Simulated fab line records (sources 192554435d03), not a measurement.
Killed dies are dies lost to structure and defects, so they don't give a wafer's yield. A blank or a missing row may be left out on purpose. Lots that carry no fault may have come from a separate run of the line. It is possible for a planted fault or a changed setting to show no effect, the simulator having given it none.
Check for tools in common	flow n5 finfet	27 wafers sampled across 9 lots

REASON FOR OPENING
Flagged at N5_BEOL_M3_CD_MEAS_11: reading cd nm, on 2 of 9 lots. Fault-free wafers read 17.14 nm, with a standard deviation of 0.21.
Rule: a lot gets a flag if all its wafers with a number sit over 4 standard deviations from that mean, or if no wafer of it has a number. The rest of the lots are taken to be sound.

lot	measured	on	cd nm (nm), wafer by wafer	flag
L215	day 8 00:52	cd sem-02	17.04 16.92 16.95	
L222	day 9 15:52	cd sem-03	17.08 17.17 17.15	
L223	day 10 00:59	cd sem-01	17.01 17.32 17.34	
L225	day 10 01:02	cd sem-02	17.00 16.65 16.99	
L229	day 10 13:49	cd sem-02	17.20 17.57 17.04	
L228	day 11 07:30	cd sem-01	17.27 17.36 17.21	
L232	day 12 04:42	cd sem-01	19.46 18.81 19.09	FLAGGED
L236	day 12 12:08	cd sem-01	16.78 16.99 17.24	
L237	day 13 00:09	cd sem-03	18.18 18.31 18.53	FLAGGED
The numbers of the flagged lots are 18.73 nm on average: +1.59 nm against the usual, or +8 standard deviations.

WHICH TOOL EACH LOT WENT THROUGH
3 process steps preceding the reading are held in the record, out of 1938 steps in the route. Cell contents, in order: the tool; ch with the chambers the sampled wafers went through; the start.
lot	flag	N5_BEOL_M2_CMP_52	N5_BEOL_M3_ILD_DEP_00	N5_BEOL_M3_EXPOSE_08
L215		cmp-03 ch 0,1, day 7 21:09	pecvd-01 ch 0,1, day 7 21:46	euv scanner-02 ch 0, day 8 00:45
L222		cmp-03 ch 0,2,3, day 9 12:55	pecvd-04 ch 1,2, day 9 13:29	euv scanner-02 ch 0, day 9 15:44
L223		cmp-04 ch 1,2,3, day 9 22:05	pecvd-02 ch 0,1, day 9 22:43	euv scanner-01 ch 0, day 10 00:52
L225		cmp-03 ch 0,2,3, day 9 22:30	pecvd-02 ch 0,1, day 9 23:05	euv scanner-01 ch 0, day 10 00:55
L229		cmp-04 ch 0,2,3, day 10 12:22	pecvd-02 ch 0,1, day 10 12:53	euv scanner-01 ch 0, day 10 13:41
L228		cmp-03 ch 0,1,3, day 11 06:22	pecvd-01 ch 0,1,2, day 11 06:55	euv scanner-01 ch 0, day 11 07:23
L232	FLAGGED	cmp-02 ch 1,2,3, day 12 01:56	pecvd-01 ch 0,1,2, day 12 02:31	euv scanner-01 ch 0, day 12 04:34
L236		cmp-02 ch 0,1,3, day 12 08:26	pecvd-04 ch 0,1,2, day 12 08:59	euv scanner-02 ch 0, day 12 12:01
L237	FLAGGED	cmp-02 ch 0,1,3, day 12 20:49	pecvd-04 ch 0,1, day 12 21:34	euv scanner-01 ch 0, day 13 00:01
What these steps do:
- N5_BEOL_M2_CMP_52: polishes, stops on SiOC, t overpolish 6.8 s, target thk 40 nm.
- N5_BEOL_M3_ILD_DEP_00: deposits SiOC from DEMS/O2, target thk 79 nm, time 15.3 s.
- N5_BEOL_M3_EXPOSE_08: exposes mask M3.
- N5_BEOL_M3_CD_MEAS_11: target cd 17.05 nm.

FLAGGED OVER TOTAL, TOOL BY TOOL (the gauges that took the reading come last)
step	tool	lots run	flagged	share of the flagged lots	sound lots run after its first flagged lot
N5_BEOL_M2_CMP_52	cmp-02	3	2	all	1 (L236)
N5_BEOL_M2_CMP_52	cmp-03	4	0	none	-
N5_BEOL_M2_CMP_52	cmp-04	2	0	none	-
N5_BEOL_M3_ILD_DEP_00	pecvd-01	3	1	some	0
N5_BEOL_M3_ILD_DEP_00	pecvd-02	3	0	none	-
N5_BEOL_M3_ILD_DEP_00	pecvd-04	3	1	some	0
N5_BEOL_M3_EXPOSE_08	euv scanner-01	6	2	all	0
N5_BEOL_M3_EXPOSE_08	euv scanner-02	3	0	none	-
N5_BEOL_M3_CD_MEAS_11	cd sem-01	4	1	some	1 (L236)
N5_BEOL_M3_CD_MEAS_11	cd sem-02	3	0	none	-
N5_BEOL_M3_CD_MEAS_11	cd sem-03	2	1	some	0

WHAT THE TABLE PERMITS
Every flagged lot went through 2 rows of the table: cmp-02 at N5_BEOL_M2_CMP_52 and euv scanner-01 at N5_BEOL_M3_EXPOSE_08.
- cmp-02 at N5_BEOL_M2_CMP_52: 2 of its 3 lots flagged. Lots that were sound ran on it after the first flagged one (L236); a persistent fault on the entire tool would not allow that.
- euv scanner-01 at N5_BEOL_M3_EXPOSE_08: 2 of its 6 lots flagged. A fault beginning between L228 (day 11 07:23), its last sound lot, and L232 (day 12 04:34), its first flagged one, fits the data. Its own readings lie more than 4 standard deviations out on every wafer of the flagged lots: exposure dose mJ cm2.
Left over: one tool, euv scanner-01 at N5_BEOL_M3_EXPOSE_08.

WHAT THE SIMULATOR HAD INSERTED
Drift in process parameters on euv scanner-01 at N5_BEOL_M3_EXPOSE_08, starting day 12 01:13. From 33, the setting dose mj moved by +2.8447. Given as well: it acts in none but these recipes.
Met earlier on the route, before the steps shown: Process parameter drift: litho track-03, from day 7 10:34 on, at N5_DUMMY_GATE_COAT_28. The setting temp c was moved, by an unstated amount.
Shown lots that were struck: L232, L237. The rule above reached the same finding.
